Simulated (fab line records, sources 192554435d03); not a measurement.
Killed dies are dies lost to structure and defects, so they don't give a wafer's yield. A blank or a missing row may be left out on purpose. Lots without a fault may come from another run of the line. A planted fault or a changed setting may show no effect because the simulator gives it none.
fab line records | flow n5_finfet
record lots=24 wafers=72 last_day=18
route steps=1938 shown BEOL_M0@735
lots that met no fault: from a run of the same line without faults
start_h: hours from the record's first day to the start of the lot's first wafer shown | wait_h: hours since the lot's step before | " the same as in the row above | L1.1+2: a row that stands for several wafers | - no value, or no start given | * or withheld: withheld | < > ~ a bound
route shown NAME@n: a module of which the file shows steps, and the number in the route of the first | usual: mean/standard deviation of fault-free wafers | same: alike in all rows | chamber/n: place in a boat | sites: the reading at each site | _std_site: their standard deviation | _edge_site: outer sites' mean less inner sites' | radius_mm: how far each site lies from the wafer's centre | mask NAME#n: copy n | behind: the tool/chamber that last shaped the wafer | hold: why the lot was held/for how many hours/how that ended | device: the transistor (n, p or np) that didn't switch | end of line: the same wafers' tests at the end of the route | a step without rows: its recipe alone | killed: dies lost to structure and defects at the first sort, not the wafer's yield | map: a wafer's dies, x killed, . not, _ none there
set.NAME: the setting as run; set.NAME@STEP: as run at that earlier step | model.NAME: the simulator's own value behind a step, which no gauge read
steps of the route over a sample of lots; a table a step, a row a wafer
services: from which hour (start_h, from the record's first day; less than 0 if before it) a tool's chamber was out of use, for how many hours, and why
## steps
# step N5_BEOL_M0_ANNEAL_117
# recipe temp_c=400 time_s=60 ambient=vacuum
# usual heater_power_w=821/72
# columns lot.wafer tool chamber start_h wait_h heater_power_w
L074.4 pvd_sputter-03 - 123.13 0.0 785
L074.5 " - " " 798
L074.6 " - " " 907
L075.2 pvd_sputter-02 - 132.84 0.0 775
L075.3 " - " " 832
L075.4 " - " " 702
L076.2 pvd_sputter-02 - 139.75 0.0 831
L076.3 " - " " 813
L076.6 " - " " 841
L077.1 pvd_sputter-01 - 142.35 0.0 856
L077.2 " - " " 776
L077.4 " - " " 776
L078.1 pvd_sputter-01 - 148.92 0.0 766
L078.2 " - " " 842
L078.4 " - " " 804
L079.1 pvd_sputter-02 - 158.79 0.0 848
L079.4 " - " " 967
L079.5 " - " " 798
L080.2 pvd_sputter-01 - 162.57 0.0 774
L080.4 " - " " 865
L080.5 " - " " 758
L081.3 pvd_sputter-01 - 163.01 0.0 865
L081.5 " - " " 784
L081.6 " - " " 860
L082.2 pvd_sputter-02 - 171.76 0.0 1002
L082.3 " - " " 734
L082.6 " - " " 720
L083.3 pvd_sputter-03 - 185.53 0.0 769
L083.4 " - " " 777
L083.5 " - " " 926
L084.4 pvd_sputter-01 - 191.42 0.0 835
L084.5 " - " " 859
L084.6 " - " " 801
L086.1 pvd_sputter-01 - 194.80 0.0 802
L086.3 " - " " 816
L086.5 " - " " 805
L085.3 pvd_sputter-03 - 195.11 0.0 788
L085.5 " - " " 786
L085.6 " - " " 759
L088.2 pvd_sputter-02 - 202.09 0.0 1004
L088.3 " - " " 779
L088.6 " - " " 1005
L087.1 pvd_sputter-03 - 214.14 0.0 772
L087.3 " - " " 781
L087.4 " - " " 766
L090.3 pvd_sputter-02 - 219.40 0.0 722
L090.4 " - " " 1026
L090.5 " - " " 713
L089.1 pvd_sputter-03 - 220.23 0.0 795
L089.2 " - " " 749
L089.4 " - " " 788
L091.1 pvd_sputter-03 - 221.49 0.0 935
L091.3 " - " " 742
L091.6 " - " " 782
L092.3 pvd_sputter-01 - 232.87 0.0 788
L092.4 " - " " 829
L092.5 " - " " 766
L093.1 pvd_sputter-03 - 242.43 0.0 785
L093.4 " - " " 904
L093.6 " - " " 927
L094.1 pvd_sputter-01 - 248.27 0.0 798
L094.5 " - " " 835
L094.6 " - " " 753
L095.3 pvd_sputter-02 - 249.85 0.0 991
L095.4 " - " " 861
L095.5 " - " " 794
L096.1 pvd_sputter-02 - 253.93 0.0 997
L096.3 " - " " 794
L096.6 " - " " 844
L097.1 pvd_sputter-01 - 255.00 0.0 788
L097.2 " - " " 783
L097.4 " - " " 846
# step N5_BEOL_M0_ANNEAL_133
# recipe temp_c=400 time_s=60 ambient=vacuum
# usual heater_power_w=819/73
# columns lot.wafer tool chamber start_h wait_h heater_power_w
L074.4 pvd_sputter-03 - 123.25 0.0 791
L074.5 " - " " 771
L074.6 " - " " 926
L075.2 pvd_sputter-02 - 132.96 0.0 796
L075.3 " - " " 845
L075.4 " - " " 713
L076.2 pvd_sputter-02 - 139.87 0.0 824
L076.3 " - " " 792
L076.6 " - " " 833
L077.1 pvd_sputter-01 - 142.47 0.0 852
L077.2 " - " " 794
L077.4 " - " " 779
L078.1 pvd_sputter-01 - 149.04 0.0 781
L078.2 " - " " 863
L078.4 " - " " 819
L079.1 pvd_sputter-02 - 158.91 0.0 834
L079.4 " - " " 994
L079.5 " - " " 789
L080.2 pvd_sputter-01 - 162.69 0.0 773
L080.4 " - " " 839
L080.5 " - " " 770
L081.3 pvd_sputter-01 - 163.13 0.0 851
L081.5 " - " " 774
L081.6 " - " " 875
L082.2 pvd_sputter-02 - 171.88 0.0 1024
L082.3 " - " " 722
L082.6 " - " " 706
L083.3 pvd_sputter-03 - 185.65 0.0 764
L083.4 " - " " 766
L083.5 " - " " 911
L084.4 pvd_sputter-01 - 191.54 0.0 809
L084.5 " - " " 847
L084.6 " - " " 821
L086.1 pvd_sputter-01 - 194.92 0.0 793
L086.3 " - " " 823
L086.5 " - " " 802
L085.3 pvd_sputter-03 - 195.23 0.0 755
L085.5 " - " " 779
L085.6 " - " " 783
L088.2 pvd_sputter-02 - 202.21 0.0 1008
L088.3 " - " " 802
L088.6 " - " " 1024
L087.1 pvd_sputter-03 - 214.26 0.0 786
L087.3 " - " " 791
L087.4 " - " " 769
L090.3 pvd_sputter-02 - 219.52 0.0 734
L090.4 " - " " 1023
L090.5 " - " " 732
L089.1 pvd_sputter-03 - 220.35 0.0 764
L089.2 " - " " 757
L089.4 " - " " 770
L091.1 pvd_sputter-03 - 221.61 0.0 919
L091.3 " - " " 755
L091.6 " - " " 780
L092.3 pvd_sputter-01 - 232.99 0.0 791
L092.4 " - " " 842
L092.5 " - " " 761
L093.1 pvd_sputter-03 - 242.55 0.0 761
L093.4 " - " " 919
L093.6 " - " " 926
L094.1 pvd_sputter-01 - 248.39 0.0 764
L094.5 " - " " 810
L094.6 " - " " 764
L095.3 pvd_sputter-02 - 249.97 0.0 982
L095.4 " - " " 813
L095.5 " - " " 792
L096.1 pvd_sputter-02 - 254.05 0.0 988
L096.3 " - " " 800
L096.6 " - " " 842
L097.1 pvd_sputter-01 - 255.12 0.0 750
L097.2 " - " " 796
L097.4 " - " " 823
# step N5_BEOL_M0_SPUTTER_134
# recipe material=Cu target_thk_a=40 temp_c=-20 chamber_pressure_pa=0.07 power_w=withheld time_s=7.37
# usual chuck_gas_flow_sccm=1.26/0.057 throttle_valve_pct=30.1/1.1
# columns lot.wafer tool chamber start_h wait_h chuck_gas_flow_sccm throttle_valve_pct
L074.4 pvd_sputter-03 - 123.29 0.0 1.22 30.8
L074.5 " - " " 1.14 30.7
L074.6 " - " " 1.32 28.8
L075.2 pvd_sputter-02 - 133.00 0.0 1.29 31.8
L075.3 " - " " 1.26 30.7
L075.4 " - " " 1.29 31.7
L076.2 pvd_sputter-02 - 139.91 0.0 1.23 30.6
L076.3 " - " " 1.25 31.7
L076.6 " - " " 1.27 30.7
L077.1 pvd_sputter-01 - 142.51 0.0 1.32 30.5
L077.2 " - " " 1.27 30.5
L077.4 " - " " 1.23 30.5
L078.1 pvd_sputter-01 - 149.08 0.0 1.31 30.8
L078.2 " - " " 1.33 30.8
L078.4 " - " " 1.20 27.6
L079.1 pvd_sputter-02 - 158.95 0.0 1.31 30.5
L079.4 " - " " 1.34 29.4
L079.5 " - " " 1.32 31.4
L080.2 pvd_sputter-01 - 162.73 0.0 1.20 30.7
L080.4 " - " " 1.32 30.7
L080.5 " - " " 1.34 30.7
L081.3 pvd_sputter-01 - 163.17 0.0 1.21 30.6
L081.5 " - " " 1.28 30.2
L081.6 " - " " 1.30 30.6
L082.2 pvd_sputter-02 - 171.92 0.0 1.28 29.9
L082.3 " - " " 1.19 31.4
L082.6 " - " " 1.25 31.3
L083.3 pvd_sputter-03 - 185.69 0.0 1.34 29.3
L083.4 " - " " 1.24 28.8
L083.5 " - " " 1.31 28.9
L084.4 pvd_sputter-01 - 191.58 0.0 1.23 28.0
L084.5 " - " " 1.27 30.7
L084.6 " - " " 1.27 27.7
L086.1 pvd_sputter-01 - 194.96 0.0 1.23 30.2
L086.3 " - " " 1.27 28.0
L086.5 " - " " 1.22 30.3
L085.3 pvd_sputter-03 - 195.27 0.0 1.16 29.3
L085.5 " - " " 1.29 29.3
L085.6 " - " " 1.29 28.9
L088.2 pvd_sputter-02 - 202.25 0.0 1.31 29.7
L088.3 " - " " 1.27 31.7
L088.6 " - " " 1.22 29.7
L087.1 pvd_sputter-03 - 214.30 0.0 1.29 30.8
L087.3 " - " " 1.20 28.3
L087.4 " - " " 1.18 29.3
L090.3 pvd_sputter-02 - 219.56 0.0 1.24 31.7
L090.4 " - " " 1.39 29.8
L090.5 " - " " 1.29 31.6
L089.1 pvd_sputter-03 - 220.39 0.0 1.26 30.7
L089.2 " - " " 1.25 29.2
L089.4 " - " " 1.22 28.7
L091.1 pvd_sputter-03 - 221.65 0.0 1.29 28.9
L091.3 " - " " 1.25 29.1
L091.6 " - " " 1.38 30.8
L092.3 pvd_sputter-01 - 233.03 0.0 1.31 30.2
L092.4 " - " " 1.27 27.9
L092.5 " - " " 1.20 30.5
L093.1 pvd_sputter-03 - 242.59 0.0 1.23 28.6
L093.4 " - " " 1.31 28.8
L093.6 " - " " 1.23 28.8
L094.1 pvd_sputter-01 - 248.43 0.0 1.17 30.8
L094.5 " - " " 1.26 27.9
L094.6 " - " " 1.23 30.8
L095.3 pvd_sputter-02 - 250.01 0.0 1.33 29.8
L095.4 " - " " 1.21 30.5
L095.5 " - " " 1.24 31.4
L096.1 pvd_sputter-02 - 254.09 0.0 1.16 29.7
L096.3 " - " " 1.26 31.5
L096.6 " - " " 1.36 30.7
L097.1 pvd_sputter-01 - 255.16 0.0 1.24 30.9
L097.2 " - " " 1.29 30.1
L097.4 " - " " 1.24 27.7
# step N5_BEOL_M0_ANNEAL_135
# recipe temp_c=400 time_s=60 ambient=vacuum
# usual heater_power_w=819/74
# columns lot.wafer tool chamber start_h wait_h heater_power_w
L074.4 pvd_sputter-03 - 123.37 0.0 762
L074.5 " - " " 794
L074.6 " - " " 928
L075.2 pvd_sputter-02 - 133.08 0.0 810
L075.3 " - " " 850
L075.4 " - " " 739
L076.2 pvd_sputter-02 - 139.99 0.0 854
L076.3 " - " " 798
L076.6 " - " " 793
L077.1 pvd_sputter-01 - 142.59 0.0 820
L077.2 " - " " 805
L077.4 " - " " 769
L078.1 pvd_sputter-01 - 149.16 0.0 752
L078.2 " - " " 834
L078.4 " - " " 825
L079.1 pvd_sputter-02 - 159.03 0.0 824
L079.4 " - " " 995
L079.5 " - " " 804
L080.2 pvd_sputter-01 - 162.81 0.0 757
L080.4 " - " " 863
L080.5 " - " " 778
L081.3 pvd_sputter-01 - 163.25 0.0 851
L081.5 " - " " 793
L081.6 " - " " 859
L082.2 pvd_sputter-02 - 172.00 0.0 994
L082.3 " - " " 728
L082.6 " - " " 706
L083.3 pvd_sputter-03 - 185.77 0.0 768
L083.4 " - " " 744
L083.5 " - " " 922
L084.4 pvd_sputter-01 - 191.66 0.0 824
L084.5 " - " " 836
L084.6 " - " " 822
L086.1 pvd_sputter-01 - 195.04 0.0 790
L086.3 " - " " 850
L086.5 " - " " 784
L085.3 pvd_sputter-03 - 195.35 0.0 769
L085.5 " - " " 791
L085.6 " - " " 779
L088.2 pvd_sputter-02 - 202.33 0.0 996
L088.3 " - " " 803
L088.6 " - " " 1009
L087.1 pvd_sputter-03 - 214.38 0.0 788
L087.3 " - " " 765
L087.4 " - " " 775
L090.3 pvd_sputter-02 - 219.64 0.0 724
L090.4 " - " " 982
L090.5 " - " " 715
L089.1 pvd_sputter-03 - 220.47 0.0 788
L089.2 " - " " 779
L089.4 " - " " 777
L091.1 pvd_sputter-03 - 221.73 0.0 923
L091.3 " - " " 768
L091.6 " - " " 784
L092.3 pvd_sputter-01 - 233.11 0.0 793
L092.4 " - " " 823
L092.5 " - " " 759
L093.1 pvd_sputter-03 - 242.67 0.0 776
L093.4 " - " " 940
L093.6 " - " " 910
L094.1 pvd_sputter-01 - 248.51 0.0 761
L094.5 " - " " 839
L094.6 " - " " 752
L095.3 pvd_sputter-02 - 250.09 0.0 998
L095.4 " - " " 838
L095.5 " - " " 795
L096.1 pvd_sputter-02 - 254.17 0.0 993
L096.3 " - " " 794
L096.6 " - " " 811
L097.1 pvd_sputter-01 - 255.24 0.0 761
L097.2 " - " " 794
L097.4 " - " " 815
# step N5_BEOL_M0_SPUTTER_141
# recipe material=Cu target_thk_a=40 temp_c=-20 chamber_pressure_pa=0.07 power_w=withheld time_s=7.37
# usual chuck_gas_flow_sccm=1.26/0.051 throttle_valve_pct=30.1/1.1
# columns lot.wafer tool chamber start_h wait_h chuck_gas_flow_sccm throttle_valve_pct
L074.4 pvd_sputter-03 - 123.41 0.0 1.24 30.9
L074.5 " - " " 1.21 30.6
L074.6 " - " " 1.26 29.0
L075.2 pvd_sputter-02 - 133.12 0.0 1.29 31.3
L075.3 " - " " 1.28 30.8
L075.4 " - " " 1.32 31.4
L076.2 pvd_sputter-02 - 140.03 0.0 1.28 30.7
L076.3 " - " " 1.24 31.7
L076.6 " - " " 1.27 30.5
L077.1 pvd_sputter-01 - 142.63 0.0 1.27 30.5
L077.2 " - " " 1.25 30.2
L077.4 " - " " 1.27 30.8
L078.1 pvd_sputter-01 - 149.20 0.0 1.26 31.0
L078.2 " - " " 1.23 30.6
L078.4 " - " " 1.25 27.8
L079.1 pvd_sputter-02 - 159.07 0.0 1.28 30.7
L079.4 " - " " 1.27 29.9
L079.5 " - " " 1.23 31.6
L080.2 pvd_sputter-01 - 162.85 0.0 1.27 30.9
L080.4 " - " " 1.28 30.6
L080.5 " - " " 1.28 30.6
L081.3 pvd_sputter-01 - 163.29 0.0 1.27 30.6
L081.5 " - " " 1.26 30.1
L081.6 " - " " 1.26 30.7
L082.2 pvd_sputter-02 - 172.04 0.0 1.18 29.6
L082.3 " - " " 1.18 31.5
L082.6 " - " " 1.26 31.7
L083.3 pvd_sputter-03 - 185.81 0.0 1.18 29.3
L083.4 " - " " 1.29 28.7
L083.5 " - " " 1.30 29.0
L084.4 pvd_sputter-01 - 191.70 0.0 1.38 27.8
L084.5 " - " " 1.30 30.5
L084.6 " - " " 1.21 28.0
L086.1 pvd_sputter-01 - 195.08 0.0 1.32 30.2
L086.3 " - " " 1.25 27.8
L086.5 " - " " 1.24 30.0
L085.3 pvd_sputter-03 - 195.39 0.0 1.26 29.2
L085.5 " - " " 1.16 29.3
L085.6 " - " " 1.29 28.5
L088.2 pvd_sputter-02 - 202.37 0.0 1.23 29.6
L088.3 " - " " 1.17 31.6
L088.6 " - " " 1.14 29.5
L087.1 pvd_sputter-03 - 214.42 0.0 1.27 30.6
L087.3 " - " " 1.28 28.8
L087.4 " - " " 1.16 29.4
L090.3 pvd_sputter-02 - 219.68 0.0 1.25 31.2
L090.4 " - " " 1.24 29.6
L090.5 " - " " 1.31 31.4
L089.1 pvd_sputter-03 - 220.51 0.0 1.22 30.9
L089.2 " - " " 1.27 29.3
L089.4 " - " " 1.33 28.5
L091.1 pvd_sputter-03 - 221.77 0.0 1.33 28.8
L091.3 " - " " 1.30 29.4
L091.6 " - " " 1.21 30.9
L092.3 pvd_sputter-01 - 233.15 0.0 1.28 30.6
L092.4 " - " " 1.27 27.5
L092.5 " - " " 1.21 30.8
L093.1 pvd_sputter-03 - 242.71 0.0 1.26 28.6
L093.4 " - " " 1.30 28.6
L093.6 " - " " 1.33 28.8
L094.1 pvd_sputter-01 - 248.55 0.0 1.15 30.7
L094.5 " - " " 1.30 27.8
L094.6 " - " " 1.26 30.9
L095.3 pvd_sputter-02 - 250.13 0.0 1.31 29.7
L095.4 " - " " 1.31 30.5
L095.5 " - " " 1.38 31.6
L096.1 pvd_sputter-02 - 254.21 0.0 1.30 29.6
L096.3 " - " " 1.26 31.6
L096.6 " - " " 1.14 30.5
L097.1 pvd_sputter-01 - 255.28 0.0 1.25 30.7
L097.2 " - " " 1.33 30.3
L097.4 " - " " 1.19 27.8
# step N5_BEOL_M0_INSPECT_127
# recipe inspect_instrument=darkfield mode=post_dep
# usual raw_defect_count=71/25
# columns lot.wafer tool chamber start_h wait_h raw_defect_count
L074.4 defect_inspect-02 - 124.55 0.0 45
L074.5 " - " " 55
L074.6 " - " " 77
L075.2 defect_inspect-02 - 134.25 0.0 63
L075.3 " - " " 64
L075.4 " - " " 55
L076.2 defect_inspect-02 - 141.10 0.0 55
L076.3 " - " " 113
L076.6 " - " " 58
L077.1 defect_inspect-01 - 143.83 0.0 50
L077.2 " - " " 90
L077.4 " - " " 50
L078.1 defect_inspect-01 - 150.69 0.0 51
L078.2 " - " " 48
L078.4 " - " " 91
L079.1 defect_inspect-01 - 160.29 0.0 85
L079.4 " - " " 83
L079.5 " - " " 67
L080.2 defect_inspect-01 - 163.92 0.0 77
L080.4 " - " " 72
L080.5 " - " " 46
L081.3 defect_inspect-01 - 164.38 0.0 76
L081.5 " - " " 126
L081.6 " - " " 99
L082.2 defect_inspect-02 - 173.20 0.0 82
L082.3 " - " " 73
L082.6 " - " " 38
L083.3 defect_inspect-02 - 186.88 0.0 75
L083.4 " - " " 45
L083.5 " - " " 81
L084.4 defect_inspect-01 - 192.78 0.0 70
L084.5 " - " " 85
L084.6 " - " " 60
L086.1 defect_inspect-02 - 196.29 0.0 64
L086.3 " - " " 66
L086.5 " - " " 38
L085.3 defect_inspect-02 - 196.57 0.0 98
L085.5 " - " " 67
L085.6 " - " " 86
L088.2 defect_inspect-01 - 203.46 0.0 93
L088.3 " - " " 80
L088.6 " - " " 128
L087.1 defect_inspect-01 - 215.52 0.0 95
L087.3 " - " " 58
L087.4 " - " " 153
L090.3 defect_inspect-02 - 220.77 0.0 94
L090.4 " - " " 59
L090.5 " - " " 91
L089.1 defect_inspect-01 - 221.75 0.0 57
L089.2 " - " " 103
L089.4 " - " " 70
L091.1 defect_inspect-02 - 222.88 0.0 40
L091.3 " - " " 112
L091.6 " - " " 69
L092.3 defect_inspect-01 - 234.38 0.0 89
L092.4 " - " " 142
L092.5 " - " " 140
L093.1 defect_inspect-02 - 245.95 0.0 81
L093.4 " - " " 103
L093.6 " - " " 122
L094.1 defect_inspect-02 - 250.23 0.0 53
L094.5 " - " " 71
L094.6 " - " " 37
L095.3 defect_inspect-02 - 251.62 0.0 41
L095.4 " - " " 36
L095.5 " - " " 62
L096.1 defect_inspect-02 - 255.30 0.0 60
L096.3 " - " " 43
L096.6 " - " " 49
L097.1 defect_inspect-02 - 256.54 0.0 47
L097.2 " - " " 51
L097.4 " - " " 54
## services
# columns tool chamber start_h hours kind
pvd_sputter-01 - 182.92 8.3 repair
## key
fault none
